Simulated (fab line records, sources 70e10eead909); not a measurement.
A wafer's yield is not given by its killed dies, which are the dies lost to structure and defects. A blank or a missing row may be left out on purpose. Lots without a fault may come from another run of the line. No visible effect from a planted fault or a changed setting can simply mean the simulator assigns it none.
fab line records -- flow nandHarc
record lots=6, wafers=18, lastDay=24
route steps=1159 shown THIN_TSV@1139 END@1159
lots untouched by any fault: they come from a run of this same line in which no faults occurred
startH: hours from the record's first day to the start of the lot's first wafer shown -- waitH: hours since the lot's step before -- " same as the row above -- L1.1+2: a row that stands for several wafers -- - value missing, or start not given -- * or withheld: withheld -- < > ~ a bound
route shown NAME@n: NAME is a module with steps in the file, n the number in the route of the first one -- usual: the fault-free wafers' mean and standard deviation -- same: alike in all rows -- chamber/n: place in a boat -- sites: readings site by site -- _std_site: the standard deviation of these -- _edge_site: inner sites' mean taken away from outer sites' mean -- radiusMm: how far each site lies from the wafer's centre -- mask NAME#n: copy n -- behind: the tool/chamber that last shaped the wafer -- hold: reason for holding the lot/hours on hold/outcome of the hold -- device: whichever transistor did not switch (one of n, p or np) -- end of line: tests run on the same wafers once the route is complete -- a step with no rows: only its recipe -- killed: count of dies lost to structure and defects at first sort (not the wafer's yield) -- map: dies across one wafer; x = killed, . = not, _ = none there
set.NAME: setting as actually run; set.NAME@STEP: the setting as run at that earlier step -- model.NAME: the simulator's own value behind a step, which no gauge read
lots at selected steps of the route; one table per step, one row per wafer
services: when a tool's chamber went out of use (startH, in hours from the record's first day, below 0 if earlier), for how many hours, and the reason
## steps
# step NHARC_THIN_TSV_PVD_24
# recipe targetThkA=8000, powerW=withheld, chamberPressurePa=withheld, substrateTempC=withheld, timeS=withheld, gas=Ar, material=Al
# step NHARC_THIN_TSV_DEHYDRATE_25
# recipe tempC=150, timeS=120
# step NHARC_THIN_TSV_HMDS_26
# recipe timeS=30
# step NHARC_THIN_TSV_COAT_27
# recipe spinRpm=*
# step NHARC_THIN_TSV_SOFTBAKE_28
# recipe tempC=122, timeS=95
# step NHARC_THIN_TSV_EBR_29
# step NHARC_THIN_TSV_EXPOSE_30
# recipe na=0.55, doseMj=11.47, maskId=PAD
# step NHARC_THIN_TSV_PEB_31
# recipe pebTempC=118, pebTimeS=85
# step NHARC_THIN_TSV_DEVELOP_32
# recipe timeS=70
# step NHARC_THIN_TSV_CD_MEAS_33
# recipe targetCdNm=5000, landingEnergyEv=500
# usual cdNm=4999.5/1.5
lot.wafer,tool,chamber,startH,waitH,cdNm
L887.1,cdSem-01,0,430.50,-,4999.1
L887.3,cdSem-01,0,430.50,-,4998.5
L887.4,cdSem-01,0,430.50,-,4999.2
L886.1,cdSem-03,0,432.85,-,4997.2
L886.2,cdSem-03,0,432.85,-,5000.1
L886.6,cdSem-03,0,432.85,-,4997.8
L897.1,cdSem-02,0,506.37,-,5000.9
L897.4,cdSem-02,0,506.37,-,5000.3
L897.6,cdSem-02,0,506.37,-,5002.2
L896.2,cdSem-03,0,507.26,-,5002.4
L896.3,cdSem-03,0,507.26,-,5001.1
L896.4,cdSem-03,0,507.26,-,5000.2
L899.1,cdSem-02,0,533.15,-,4999.1
L899.3,cdSem-02,0,533.15,-,4998.9
L899.6,cdSem-02,0,533.15,-,4999.3
L905.2,cdSem-02,0,547.72,-,4998.4
L905.4,cdSem-02,0,547.72,-,5000.3
L905.6,cdSem-02,0,547.72,-,4999.5
# step NHARC_THIN_TSV_HARDBAKE_34
# recipe tempC=125, timeS=80
# step NHARC_THIN_TSV_DESCUM_35
# recipe timeS=3, o2FlowSccm=200, arFlowSccm=0, biasPowerW=0, chemistry=O2
# usual drypumpMotorCurrentA=5.7/0.42, oesProductAu=1.000/0.0076, rfVppV=57.7/0.94, showerheadPlenumPTorr=1.90/0.074, throttleValvePct=11.312/0.0098
lot.wafer,tool,chamber,startH,waitH,drypumpMotorCurrentA,oesProductAu,rfHoursCounterH,rfVppV,showerheadPlenumPTorr,throttleValvePct
L887.3,rieDiel-02,1,430.67,-,6.1,0.994,8,59.4,1.81,11.324
L887.4,rieDiel-02,2,430.67,-,6.1,0.990,7,58.1,1.93,11.313
L887.1,rieDiel-02,3,430.67,-,5.5,1.005,7,57.2,1.86,11.320
L886.2,rieDiel-06,3,433.01,-,5.0,1.002,1,58.3,1.93,11.309
L886.1,rieDiel-06,1,433.01,-,6.2,1.005,0,58.0,2.00,11.313
L886.6,rieDiel-06,0,433.01,-,5.9,0.984,-,58.0,1.98,11.319
L897.1,rieDiel-03,0,506.54,-,6.0,0.998,11,58.3,1.98,11.294
L897.4,rieDiel-03,3,506.54,-,5.0,0.991,12,56.9,1.88,11.320
L897.6,rieDiel-03,1,506.54,-,5.9,1.002,-,58.6,1.88,11.330
L896.4,rieDiel-03,2,507.43,-,5.0,0.999,11,56.9,1.84,11.317
L896.2,rieDiel-03,3,507.43,-,5.0,0.988,12,58.5,1.88,11.313
L896.3,rieDiel-03,0,507.43,-,6.1,0.988,11,59.4,1.98,11.313
L899.3,rieDiel-02,0,533.31,-,5.5,1.009,2,58.1,1.80,11.323
L899.1,rieDiel-02,1,533.31,-,6.1,1.016,2,57.0,1.81,11.317
L899.6,rieDiel-02,0,533.31,-,5.5,0.999,-,56.1,1.80,11.333
L905.2,rieDiel-06,2,547.89,-,5.6,0.992,8,58.2,2.06,11.319
L905.4,rieDiel-06,3,547.89,-,5.0,0.984,9,57.0,1.93,11.318
L905.6,rieDiel-06,1,547.89,-,6.2,0.998,-,59.2,1.99,11.316
# step NHARC_THIN_TSV_ETCH_59
# recipe targetDepthA=8800, icpW=900, biasW=100, Cl2_flow_sccm=60, bcl3FlowSccm=30, timeS=138.1, chemistry=Cl2/BCl3
# usual drypumpMotorCurrentA=5.98/0.19, oesProductAu=1.000/0.0076, rfFwdPowerW=895.8/3, runLengthS=159.3/0.49, throttleValvePct=22.267/0.0099
lot.wafer,tool,chamber,startH,waitH,drypumpMotorCurrentA,oesProductAu,rfFwdPowerW,rfHoursCounterH,runLengthS,throttleValvePct
L887.1,rieMetal-03,1,430.79,0.1,6.08,0.989,900.8,4.2,159.4,22.269
L887.3,rieMetal-03,1,430.79,0.1,6.07,1.005,898.8,-,159.1,22.271
L887.4,rieMetal-03,1,430.79,0.1,6.08,0.992,900.6,-,159.6,22.282
L886.1,rieMetal-03,0,433.14,0.1,6.21,0.978,893.8,3.6,160.1,22.257
L886.2,rieMetal-03,1,433.14,0.1,6.12,0.993,892.9,4.6,159.1,22.276
L886.6,rieMetal-03,0,433.14,0.1,6.20,0.989,889.3,-,159.8,22.278
L897.1,rieMetal-03,0,506.70,0.2,6.20,0.991,895.9,0.7,179.0,22.251
L897.4,rieMetal-03,1,506.70,0.2,6.09,1.011,898.0,-,158.9,22.276
L897.6,rieMetal-03,0,506.70,0.2,6.19,1.006,894.8,-,178.6,22.258
L896.2,rieMetal-01,0,507.54,0.1,5.77,0.995,895.0,4.6,158.7,22.272
L896.4,rieMetal-01,0,507.54,0.1,5.74,0.995,894.9,-,158.8,22.262
L896.3,rieMetal-01,1,507.54,0.1,6.03,1.011,894.3,-,159.3,22.257
L899.1,rieMetal-03,0,533.48,0.1,6.22,1.007,890.5,1.4,178.9,22.270
L899.3,rieMetal-03,0,533.48,0.1,6.23,1.012,886.6,-,178.6,22.265
L899.6,rieMetal-03,0,533.48,0.1,6.22,1.011,887.4,-,178.6,22.272
L905.2,rieMetal-02,0,548.01,0.1,5.94,1.002,897.2,5.1,159.4,22.251
L905.4,rieMetal-02,1,548.01,0.1,5.63,0.995,894.7,-,160.1,22.263
L905.6,rieMetal-02,0,548.01,0.1,5.92,0.995,899.4,-,159.4,22.257
# step NHARC_THIN_TSV_ETCH_36
# recipe targetDepthA=650, overEtchFrac=0.3, timeS=18.571, ionEnergyEv=150, chemistry=Cl2/BCl3
# usual drypumpMotorCurrentA=5.97/0.18, oesProductAu=1.000/0.0074, runLengthS=39.8/0.5
lot.wafer,tool,chamber,startH,waitH,drypumpMotorCurrentA,oesProductAu,rfHoursCounterH,runLengthS
L887.1,rieMetal-03,1,431.26,0.4,6.06,0.996,4.5,39.9
L887.3,rieMetal-03,1,431.26,0.4,6.08,0.997,-,40.1
L887.4,rieMetal-03,1,431.26,0.4,6.08,0.987,-,39.6
L886.2,rieMetal-03,1,433.40,0.2,6.06,0.987,4.7,39.5
L886.1,rieMetal-03,0,433.40,0.2,6.20,1.010,3.8,40.3
L886.6,rieMetal-03,0,433.40,0.2,6.23,0.985,-,40.1
L897.1,rieMetal-03,1,506.92,0.2,6.07,1.004,0.8,39.7
L897.4,rieMetal-03,1,506.92,0.2,6.07,1.009,-,39.6
L897.6,rieMetal-03,1,506.92,0.2,6.06,1.004,-,39.7
L896.2,rieMetal-01,1,507.80,0.2,6.05,1.004,5.0,39.7
L896.3,rieMetal-01,0,507.80,0.2,5.73,0.998,-,39.3
L896.4,rieMetal-01,1,507.80,0.2,6.06,0.995,-,40.4
L899.1,rieMetal-03,1,533.76,0.2,6.02,1.005,1.5,39.5
L899.3,rieMetal-03,0,533.76,0.2,6.22,1.012,-,40.9
L899.6,rieMetal-03,0,533.76,0.2,6.21,1.005,-,41.1
L905.2,rieMetal-02,1,548.28,0.2,5.65,0.995,4.3,39.7
L905.4,rieMetal-02,1,548.28,0.2,5.64,0.998,-,40.1
L905.6,rieMetal-02,0,548.28,0.2,5.95,0.993,-,40.3
# step NHARC_END_SORT_01
# recipe tempC=25
# usual defectLimitedYield=95.8/1.2, killedAtArray=24/7.4, killedAtOther=0.5/0.81, killedAtPeriphery=3.4/2.3, killedDies=28/8, killedOpen=3.4/1.8, killedShort=2.0/1.4, sort_bin_2_pct=1.3/0.54, sort_bin_3_pct=0.23/0.2, sort_bin_4_pct=2.7/0.77, sortNPass=649/8, sortRimYieldPct=94.2/2.7, sortYieldPct=95.8/1.2
# same grossDies=677, sort_bin_5_pct[%]=0, sort_bin_6_pct[%]=0, sort_bin_7_pct[%]=0, sort_bin_8_pct[%]=0, sortRimNGross=106.00
lot.wafer,tool,chamber,startH,waitH,defectLimitedYield[%],killedAtArray,killedAtOther,killedAtPeriphery,killedDies,killedOpen,killedShort,sort_bin_2_pct[%],sort_bin_3_pct[%],sort_bin_4_pct[%],sortNPass,sortRimYieldPct[%],sortYieldPct[%]
L887.1,prober-02,0,442.13,2.5,97.2,17,0,2,19,2,3,0.4,0.30,2.1,658,97.2,97.2
L887.3,prober-02,0,443.73,3.1,96.0,25,0,2,27,4,2,1.5,0,2.5,650,95.3,96.0
L887.4,prober-02,0,444.54,3.4,95.9,22,0,6,28,6,1,1.2,0.30,2.7,649,99.1,95.9
L899.1,prober-01,0,553.76,2.5,96.5,24,0,0,24,2,1,1.5,0.15,1.9,653,96.2,96.5
L899.3,prober-01,0,555.37,3.1,96.2,21,3,2,26,2,0,1.5,0,2.4,651,95.3,96.2
L899.6,prober-01,0,557.79,4.0,96.8,19,1,2,22,3,0,0.6,0.15,2.5,655,99.1,96.8
L905.2,prober-01,0,562.43,2.8,97.3,14,0,4,18,2,3,0.6,0.44,1.6,659,96.2,97.3
L905.4,prober-01,0,564.03,3.4,97.2,16,0,3,19,2,2,0.3,0.30,2.2,658,98.1,97.2
L905.6,prober-01,0,565.64,4.0,96.5,19,0,5,24,2,0,1.0,0.15,2.4,653,96.2,96.5
# killed by level:class
L887.1 A_SLIT:chamberFilmFlake=5 A_CONTACT:chamberFilmFlake=5 A_WL_FILL:chamberFilmFlake=2 P_GATE:geometricParticle:short=1 A_SGD_CUT:geometricParticle:short=1 A_CONTACT:geometricParticle:short=1 A_CONTACT:geometricParticle:open=1 A_M1:geometricParticle:open=1
L887.3 A_SLIT:chamberFilmFlake=11 A_CONTACT:geometricParticle:open=4 A_CHANNEL_HOLE_D1:chamberFilmFlake=3 A_WL_FILL:chamberFilmFlake=2 A_CHANNEL_HOLE_D1:geometricParticle:short=1 A_M0:geometricParticle:short=1 P_ZERO_WELL:chamberFilmFlake=1 P_GATE:chamberFilmFlake=1
L887.4 A_SLIT:chamberFilmFlake=9 A_WL_FILL:chamberFilmFlake=3 P_M1:geometricParticle:open=2 P_CONTACT:chamberFilmFlake=2 A_CHANNEL_HOLE_D1:chamberFilmFlake=2 A_CONTACT:chamberFilmFlake=2 P_CONTACT:geometricParticle:open=1 P_CONTACT:geometricParticle:short=1
L899.1 A_STAIRCASE:chamberFilmFlake=10 A_CONTACT:chamberFilmFlake=5 A_CHANNEL_HOLE_D1:chamberFilmFlake=3 A_WL_FILL:chamberFilmFlake=3 A_M0:geometricParticle:open=2 A_M1:geometricParticle:short=1
L899.3 A_STAIRCASE:chamberFilmFlake=10 A_CHANNEL_HOLE_D1:chamberFilmFlake=6 A_CONTACT:chamberFilmFlake=5 THIN_TSV:chamberFilmFlake=3 P_CONTACT:geometricParticle:open=2
L899.6 A_CHANNEL_HOLE_D1:chamberFilmFlake=5 A_STAIRCASE:chamberFilmFlake=5 A_CONTACT:chamberFilmFlake=4 A_M0:geometricParticle:open=2 A_CONTACT:geometricParticle:open=1 P_STI:chamberFilmFlake=1 P_GATE:chamberFilmFlake=1 A_CHANNEL_FILL_D1:chamberFilmFlake=1
L905.2 A_STAIRCASE:chamberFilmFlake=4 A_CHANNEL_HOLE_D1:chamberFilmFlake=3 P_CONTACT:chamberFilmFlake=2 A_CONTACT:chamberFilmFlake=2 P_CONTACT:geometricParticle:short=1 P_M1:geometricParticle:open=1 A_ONON_D1:geometricParticle:short=1 A_CONTACT:geometricParticle:short=1
L905.4 A_CHANNEL_HOLE_D1:chamberFilmFlake=4 A_CONTACT:chamberFilmFlake=4 A_ZERO_WELL:chamberFilmFlake=2 A_CHANNEL_HOLE_D1:geometricParticle:short=1 A_CHANNEL_FILL_D1:geometricParticle:short=1 A_SGD_CUT:geometricParticle:open=1 A_CONTACT:geometricParticle:open=1 P_STI:chamberFilmFlake=1
L905.6 A_CHANNEL_HOLE_D1:chamberFilmFlake=4 A_STAIRCASE:chamberFilmFlake=4 P_GATE:chamberFilmFlake=3 A_SLIT:chamberFilmFlake=3 A_CONTACT:chamberFilmFlake=3 P_STI:chamberFilmFlake=2 A_WL_FILL:chamberFilmFlake=2 A_WL_FILL:geometricParticle:open=1
## services
tool,chamber,startH,hours,kind
rieDiel-02,0,410.20,-,clean
rieDiel-02,1,410.20,-,clean
rieDiel-02,2,410.20,-,clean
rieDiel-02,3,410.20,-,clean
rieMetal-01,0,412.54,4.8,repair
rieMetal-03,0,414.92,17.5,repair
rieDiel-06,-,418.20,9.0,pm
rieDiel-06,0,418.20,9.0,ventCycle
rieDiel-06,1,418.20,9.0,ventCycle
rieDiel-06,2,418.20,9.0,ventCycle
rieDiel-06,3,418.20,9.0,ventCycle
rieDiel-03,0,426.02,-,clean
rieDiel-03,1,426.02,-,clean
rieDiel-06,2,441.79,7.6,repair
rieMetal-03,-,453.00,9.0,pm
rieMetal-03,0,453.00,9.0,ventCycle
rieMetal-03,1,453.00,9.0,ventCycle
rieMetal-03,0,462.00,-,clean
rieMetal-03,1,462.00,-,clean
rieDiel-03,2,471.40,2.2,repair
rieDiel-03,1,483.38,5.1,repair
rieDiel-02,2,490.50,7.8,repair
rieDiel-02,-,504.77,9.0,pm
rieMetal-01,-,509.00,9.0,pm
## key
firstSign step=NHARC_THIN_TSV_ETCH_59, reading=runLengthS, direction=up, sigmas=39, usual=*, struck=*
effect none on later readings
metAt NHARC_THIN_TSV_ETCH_59
struckWafers L897.1,L897.6,L899.1,L899.3,L899.6
onsetBetween 433.14 506.70
fault kind=processParameterDrift, tool=rieMetal-03, chamber=0, onsetH=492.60, steps=NHARC_THIN_TSV_ETCH_59, channel=timeS, offset=*, shape=step, endH=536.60, actsIn=*, stated=*
